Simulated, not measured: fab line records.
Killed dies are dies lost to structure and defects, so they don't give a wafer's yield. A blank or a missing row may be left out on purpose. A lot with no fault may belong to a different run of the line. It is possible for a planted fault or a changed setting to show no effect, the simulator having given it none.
fab line records	flow nand_harc
record: lots: 12	wafers: 36	last_day: 33
route steps=1302 shown A_SLIT@938 A_WL_FILL@952
lots that met no fault: from a run of the same line without faults
start_h: hours from the record's opening day to when the first of the lot's shown wafers began	wait_h: hours since the lot's step before	" same as the row above	L1.1+2: several wafers, shown together as one row	- no value, or no start given	* or withheld: withheld	< > ~ a bound
route shown NAME@n: NAME is a module with steps in the file, n the number in the route of the first one	usual: the fault-free wafers' mean and standard deviation	same: alike in all rows	chamber/n: place in a boat	sites: readings site by site	_std_site: the values' standard deviation	_edge_site: mean of outer sites minus mean of inner sites	radius_mm: for every site, how far away it sits from the centre of the wafer	mask NAME#n: copy n	behind: the most recent tool/chamber to have shaped the wafer	hold: what put the lot on hold/how long, in hours/how the hold closed	device: whichever transistor did not switch (one of n, p or np)	end of line: the tests these same wafers got at the end of their route	a step without rows: its recipe alone	killed: count of dies lost to structure and defects at first sort (not the wafer's yield)	map: dies across one wafer; x = killed, . = not, _ = none there
set.NAME: setting as actually run; set.NAME@STEP: the setting as run at that earlier step	model.NAME: the simulator's own value behind a step, which no gauge read
steps of the route over a sample of lots; a table a step, a row a wafer
services: when a tool's chamber went out of use (start_h, in hours from the record's first day, below 0 if earlier), for how many hours, and the reason
== steps ==
step: NHARC_A_SLIT_ETCH_15
recipe: target_depth_a: 62000	over_etch_frac: 0.3	time_s: 1612	ion_energy_ev: 150	o2_flow_sccm: 400	cos_flow_sccm: 20	ar_flow_sccm: 0	rf_w: 500	bias_w: 300	chemistry: O2/COS
usual: drypump_motor_current_A: 5.7/0.53	oes_product_au: 0.999/0.0076	rf_vpp_V: 314.8/1.6	showerhead_plenum_p_Torr: 3.16/0.11	throttle_valve_pct: 28.330/0.0098
same: over_etch_frac: 0.3
lot.wafer	tool	chamber	start_h	wait_h	drypump_motor_current_A	oes_product_au	rf_hours_counter_h	rf_vpp_V	showerhead_plenum_p_Torr	throttle_valve_pct
L107.4	rie_diel-13	3	-	-	5.9	0.982	6.1	312.4	3.10	28.339
L107.2	"	0	"	"	5.6	0.990	6.9	312.5	3.02	28.328
L107.5	"	2	"	"	5.5	0.993	-	312.5	2.99	28.330
L109.4	rie_diel-13	2	-	-	5.5	0.998	7.5	313.4	2.99	28.340
L109.3	"	0	"	"	5.6	1.001	8.0	314.1	3.02	28.320
L109.5	"	2	"	"	5.5	0.994	-	311.9	2.99	28.329
L108.2	rie_diel-04	3	-	-	5.9	1.005	6.8	316.2	3.27	28.333
L108.5	"	2	"	"	5.0	1.018	-	316.1	3.24	28.343
L108.6	"	3	"	"	5.9	1.016	-	315.8	3.27	28.332
L111.2	rie_diel-02	3	-	-	6.3	0.996	4.4	318.2	3.33	28.335
L111.3	"	1	"	"	5.1	0.990	3.5	316.6	3.29	28.333
L111.5	"	2	"	"	6.4	0.994	-	316.5	3.21	28.315
L115.2	rie_diel-13	1	-	-	6.6	0.992	1.0	315.8	3.23	28.329
L115.5	"	1	"	"	6.7	1.002	-	315.0	3.23	28.334
L115.6	"	2	"	"	5.5	1.007	-	312.3	2.99	28.334
L114.4	rie_diel-04	2	-	-	5.0	0.998	0.6	315.9	3.23	28.343
L114.6	"	1	"	"	5.5	0.994	-	313.9	3.14	28.340
L114.5	"	2	"	"	5.0	1.000	-	315.1	3.23	28.314
L117.3	rie_diel-13	1	-	-	6.7	1.005	2.8	315.4	3.23	28.325
L117.4	"	3	"	"	6.0	0.993	3.2	313.5	3.10	28.315
L117.5	"	1	"	"	6.6	1.001	-	315.7	3.23	28.351
L116.4	rie_diel-02	0	-	-	5.8	0.999	8.0	314.5	3.12	28.330
L116.6	"	1	"	"	5.0	0.992	-	316.5	3.29	28.332
L116.5	"	2	"	"	6.4	1.004	-	314.6	3.20	28.329
L118.2	rie_diel-02	2	-	-	6.4	1.004	9.1	315.8	3.20	28.340
L118.5	"	3	"	"	6.3	1.000	-	316.8	3.33	28.319
L118.6	"	0	"	"	5.8	0.998	-	315.0	3.12	28.342
L125.3	rie_diel-02	3	-	-	6.3	0.975	1.6	315.7	3.33	28.317
L125.2	"	0	"	"	5.8	0.987	2.9	314.7	3.12	28.332
L125.4	"	1	"	"	5.1	0.989	2.8	316.3	3.29	28.311
L126.4	rie_diel-13	3	-	-	5.9	1.007	8.5	314.6	3.09	28.326
L126.2	"	1	"	"	6.6	1.002	9.0	317.0	3.23	28.336
L126.5	"	3	"	"	5.9	1.010	-	315.0	3.09	28.333
L129.1	rie_diel-02	0	-	-	5.8	1.000	5.1	315.7	3.12	28.326
L129.2	"	1	"	"	5.1	0.990	4.9	317.1	3.29	28.340
L129.5	"	0	"	"	5.8	0.996	-	315.3	3.12	28.328
step: NHARC_A_SLIT_ETCH_29
recipe: target_depth_a: 1000	overetch_a: 100	time_s: 55	ion_energy_ev: 100	cf4_flow_sccm: 80	o2_flow_sccm: 20	ar_flow_sccm: 0	rf_w: 300	bias_w: 100	chemistry: CF4/O2
usual: drypump_motor_current_A: 5.6/0.55	oes_product_au: 1.002/0.0074	rf_vpp_V: 198.1/1.2	showerhead_plenum_p_Torr: 1.35/0.046	throttle_valve_pct: 13.397/0.0085
lot.wafer	tool	chamber	start_h	wait_h	drypump_motor_current_A	oes_product_au	rf_hours_counter_h	rf_vpp_V	showerhead_plenum_p_Torr	throttle_valve_pct
L107.2	rie_diel-04	3	463.72	0.1	5.9	0.999	6.0	199.1	1.40	13.398
L107.4	"	0	"	"	4.9	1.011	6.4	195.8	1.30	13.395
L107.5	"	0	"	"	4.9	1.005	-	197.3	1.30	13.397
L109.3	rie_diel-13	0	482.13	0.1	5.6	1.001	8.5	196.1	1.29	13.393
L109.4	"	3	"	"	5.9	0.990	8.8	198.0	1.33	13.391
L109.5	"	1	"	"	6.6	0.996	-	199.7	1.38	13.386
L108.2	rie_diel-04	2	482.77	0.1	5.0	1.010	8.7	199.1	1.39	13.386
L108.6	"	3	"	"	5.9	1.008	-	199.6	1.40	13.404
L108.5	"	0	"	"	4.9	1.011	-	196.3	1.30	13.401
L111.2	rie_diel-04	3	495.06	0.1	5.9	1.006	7.9	197.7	1.40	13.403
L111.3	"	2	"	"	5.0	1.003	9.1	198.1	1.39	13.394
L111.5	"	2	"	"	5.0	1.008	-	198.7	1.38	13.402
L115.2	rie_diel-02	3	550.71	0.1	6.2	0.994	7.3	198.7	1.43	13.405
L115.6	"	0	"	"	5.8	1.012	-	197.7	1.33	13.387
L115.5	"	1	"	"	5.1	1.001	-	198.7	1.41	13.401
L114.4	rie_diel-04	2	552.33	0.1	5.0	1.008	2.0	200.5	1.38	13.400
L114.6	"	0	"	"	4.9	1.014	-	197.0	1.30	13.390
L114.5	"	1	"	"	5.5	0.998	-	197.3	1.34	13.371
L117.3	rie_diel-13	0	571.10	0.1	5.6	1.009	3.3	196.5	1.29	13.408
L117.4	"	1	"	"	6.6	1.016	3.7	198.2	1.38	13.383
L117.5	"	0	"	"	5.6	0.998	-	198.2	1.29	13.390
L116.4	rie_diel-13	3	574.95	0.1	5.9	0.995	3.9	197.7	1.32	13.395
L116.6	"	1	"	"	6.6	1.016	-	198.7	1.38	13.396
L116.5	"	2	"	"	5.5	1.002	-	196.8	1.27	13.404
L118.2	rie_diel-04	2	576.27	0.1	5.0	1.000	2.2	198.3	1.38	13.398
L118.6	"	1	"	"	5.6	1.001	-	197.5	1.34	13.402
L118.5	"	2	"	"	5.0	0.998	-	199.1	1.38	13.404
L125.4	rie_diel-02	2	644.40	0.1	6.4	1.003	3.2	196.1	1.37	13.388
L125.3	"	3	"	"	6.3	1.011	2.8	198.6	1.43	13.390
L125.2	"	0	"	"	5.8	1.001	3.8	196.6	1.33	13.405
L126.4	rie_diel-04	1	661.19	0.1	5.5	0.999	6.1	197.7	1.34	13.404
L126.2	"	3	"	"	5.9	1.002	7.7	199.8	1.40	13.403
L126.5	"	2	"	"	5.0	1.002	-	199.0	1.38	13.398
L129.1	rie_diel-13	1	692.40	0.1	6.6	1.013	10.0	199.8	1.38	13.384
L129.2	"	2	"	"	5.5	1.004	8.6	196.2	1.27	13.399
L129.5	"	0	"	"	5.6	1.006	-	196.5	1.29	13.394
step: NHARC_A_WL_FILL_ALD_00
recipe: target_thk_a: 30	pulse_time_s: 3	ald_cycles: 30	temp_c: 300	material: Al2O3
usual: ald_cycles: 30/0	heater_power_w: 460/64	precursor_pulse_height_rel: 0.998/0.019
lot.wafer	tool	chamber	start_h	wait_h	ald_cycles	heater_power_w	precursor_pulse_height_rel
L107.4	ald_hk-01	2	470.88	0.1	30	513	0.986
L107.2	"	0	"	"	30	586	0.992
L107.5	"	1	"	"	30	494	0.988
L108.2	ald_hk-04	0	489.35	0.1	30	399	0.979
L108.5	"	0	"	"	30	392	0.992
L108.6	"	1	"	"	30	502	0.986
L109.4	ald_hk-04	0	489.57	0.3	30	400	1.028
L109.3	"	1	"	"	30	524	1.012
L109.5	"	3	"	"	30	474	0.988
L111.3	ald_hk-04	0	502.47	0.1	30	397	1.016
L111.2	"	3	"	"	30	476	0.995
L111.5	"	0	"	"	30	406	0.992
L115.2	ald_hk-03	3	557.94	0.1	30	488	1.005
L115.6	"	2	"	"	30	385	0.999
L115.5	"	3	"	"	30	495	1.007
L114.4	ald_hk-04	3	562.74	0.1	30	473	1.020
L114.5	"	0	"	"	30	412	0.996
L114.6	"	1	"	"	30	509	1.015
L117.3	ald_hk-04	0	578.30	0.1	30	400	1.003
L117.4	"	1	"	"	30	502	1.005
L117.5	"	0	"	"	30	399	0.992
L116.4	ald_hk-04	3	582.12	0.1	30	472	0.989
L116.6	"	2	"	"	30	373	1.000
L116.5	"	3	"	"	30	464	1.012
L118.2	ald_hk-01	0	582.19	0.1	30	603	0.976
L118.5	"	2	"	"	30	524	0.955
L118.6	"	3	"	"	30	434	0.999
L125.3	ald_hk-01	2	651.68	0.1	30	517	1.026
L125.4	"	3	"	"	30	420	0.980
L125.2	"	1	"	"	30	508	0.971
L126.2	ald_hk-04	2	668.30	0.1	30	382	1.007
L126.4	"	1	"	"	30	493	1.026
L126.5	"	2	"	"	30	372	1.022
L129.1	ald_hk-03	1	699.60	0.1	30	436	1.031
L129.2	"	3	"	"	30	463	1.012
L129.5	"	2	"	"	30	372	0.978
step: NHARC_A_WL_FILL_ALD_02
recipe: target_thk_a: 20	pulse_time_s: 3	ald_cycles: 100	temp_c: 450	material: TiN
usual: ald_cycles: 100/0	heater_power_w: 1042/140	precursor_pulse_height_rel: 1.003/0.021
lot.wafer	tool	chamber	start_h	wait_h	ald_cycles	heater_power_w	precursor_pulse_height_rel
L107.2	ald_metal-04	2	471.34	0.2	100	1184	0.997
L107.4	"	1	"	"	100	1247	0.992
L107.5	"	3	"	"	100	974	1.056
L108.2	ald_metal-02	1	489.87	0.2	100	1006	1.004
L108.5	"	0	"	"	100	775	1.014
L108.6	"	1	"	"	100	997	1.022
L109.3	ald_metal-01	0	489.99	0.1	100	1209	0.956
L109.4	"	1	"	"	100	976	1.011
L109.5	"	0	"	"	100	1205	1.013
L111.2	ald_metal-04	0	502.99	0.2	100	990	1.013
L111.3	"	1	"	"	100	1280	0.992
L111.5	"	0	"	"	100	970	0.993
L115.2	ald_metal-02	0	558.43	0.2	100	780	0.972
L115.6	"	3	"	"	100	1145	0.995
L115.5	"	0	"	"	100	788	0.971
L114.4	ald_metal-04	0	563.27	0.2	100	987	0.987
L114.5	"	1	"	"	100	1284	0.975
L114.6	"	2	"	"	100	1228	0.988
L117.4	ald_metal-04	1	578.79	0.1	126	1250	0.997
L117.3	"	2	"	"	126	1193	1.009
L117.5	"	0	"	"	100	980	0.993
L116.4	ald_metal-04	3	582.65	0.2	126	948	0.985
L116.5	"	1	"	"	100	1275	1.000
L116.6	"	2	"	"	126	1201	0.992
L118.2	ald_metal-01	1	582.80	0.3	100	958	0.983
L118.5	"	2	"	"	100	1090	0.996
L118.6	"	3	"	"	100	986	0.965
L125.2	ald_metal-02	0	652.19	0.2	100	836	1.006
L125.3	"	1	"	"	100	1007	0.971
L125.4	"	2	"	"	100	995	0.973
L126.2	ald_metal-01	1	668.83	0.2	100	949	0.994
L126.5	"	1	"	"	100	927	1.015
L126.4	"	3	"	"	100	1011	1.001
L129.1	ald_metal-02	1	700.11	0.2	100	1007	1.000
L129.2	"	3	"	"	100	1158	0.989
L129.5	"	0	"	"	100	825	1.011
== services ==
tool	chamber	start_h	hours	kind
rie_diel-02	3	434.73	5.0	repair
rie_diel-04	1	470.09	27.1	repair
ald_metal-04	-	474.00	10.0	pm
rie_diel-13	-	519.47	9.0	pm
rie_diel-02	2	529.10	2.8	repair
rie_diel-04	-	531.90	9.0	pm
rie_diel-04	2	568.03	3.5	repair
rie_diel-02	-	571.36	9.0	pm
rie_diel-13	2	586.78	12.7	repair
rie_diel-02	3	589.68	8.4	repair
ald_hk-04	-	610.32	10.0	pm
rie_diel-04	0	613.01	8.8	repair
rie_diel-04	2	615.28	4.2	repair
rie_diel-04	1	616.44	17.4	repair
rie_diel-04	0	631.12	7.6	repair
rie_diel-04	3	631.85	4.4	repair
ald_metal-04	-	652.00	10.0	pm
rie_diel-13	2	657.95	4.7	repair
rie_diel-02	-	658.79	7.2	repair
rie_diel-04	0	663.11	4.3	repair
rie_diel-04	-	675.13	0.4	repair
ald_hk-04	-	678.81	1.0	repair
rie_diel-13	-	696.47	9.0	pm
ald_metal-04	1	698.06	3.2	repair
== key ==
first_sign: step: NHARC_A_WL_FILL_ALD_02	reading: ald_cycles	direction: up	sigmas: 99+	usual: 100	struck: 126
effect none on later readings
met_at NHARC_A_WL_FILL_ALD_02
struck_lots L116,L117
struck_wafers L116.4,L116.6,L117.3,L117.4
tester_left_out L116,L117
not_acting_at NHARC_A_SLIT_ETCH_15,NHARC_A_SLIT_ETCH_29,NHARC_A_WL_FILL_ALD_00
onset_between 563.27 578.79
fault: kind: process_parameter_drift	tool: ald_metal-04	chamber: -	onset_h: 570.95	steps: NHARC_A_WL_FILL_ALD_02	channel: ald_cycles	offset: 26	shape: step	end_h: 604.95	scope: struck_wafers_only	acts_in: these_recipes_only	stated: 100
tester_left_out: of these lots the tester's yield and bins aren't shown, on N5 and GAA mostly nor the transistor test; their killed dies are dies lost to structure and defects alone, not to doping, threshold or leakage, so they don't give the yield
